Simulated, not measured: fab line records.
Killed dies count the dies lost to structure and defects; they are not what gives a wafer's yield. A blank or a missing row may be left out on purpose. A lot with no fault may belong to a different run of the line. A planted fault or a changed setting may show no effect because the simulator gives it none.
Chamber matching / flow nand_harc / 4 sister chambers for NHARC_P_CONTACT_CMP_01 on cmp-01
The step polishes SiO2, target thk 200 nm. 4 wafers are shown with their chamber, then 7 later ones without.

## WAFERS WITH THEIR CHAMBER
wafer=L633.5; chamber=1; motor_current_A (A)=10.4
wafer=L634.6; chamber=2; motor_current_A (A)=11.4
wafer=L639.2; chamber=0; motor_current_A (A)=11.6
wafer=L639.6; chamber=3; motor_current_A (A)=11.9

## WAFERS WITH NO CHAMBER GIVEN
wafer=L642.2; motor_current_A (A)=11.7
wafer=L642.4; motor_current_A (A)=12.5
wafer=L642.5; motor_current_A (A)=11.4
wafer=L645.3; motor_current_A (A)=11.2
wafer=L647.1; motor_current_A (A)=11.6
wafer=L647.2; motor_current_A (A)=11.8
wafer=L647.3; motor_current_A (A)=12.0

## WHICH CHAMBER EACH ONE RAN IN
wafer=L642.2; from the rows above=can't be placed: 0 or 3 or 2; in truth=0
wafer=L642.4; from the rows above=can't be placed: 3 or 0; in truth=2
wafer=L642.5; from the rows above=can't be placed: 2 or 0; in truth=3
wafer=L645.3; from the rows above=can't be placed: 2 or 0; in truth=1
wafer=L647.1; from the rows above=can't be placed: 0 or 2 or 3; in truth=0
wafer=L647.2; from the rows above=can't be placed: 3 or 0 or 2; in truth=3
wafer=L647.3; from the rows above=can't be placed: 3 or 0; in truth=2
Correct placement for 0 of the 7. Not placeable from these rows: 7 (in 3, the candidates include the true chamber). Wrongly placed: 0.
How it was worked out, from the rows above alone: a wafer's distance from a chamber is the root of the sum, over the readings, of the square of ((its reading less the chamber's mean) divided by the reading's scatter). The wafer belongs to the nearest chamber; if the next one is less than 2 further off, it can't be placed. For every chamber, the mean is computed from those of its wafers that are shown. The scatter (one wafer shown for each chamber): square how far every hidden wafer sits from the nearest shown wafer, average those squares and take the square root.
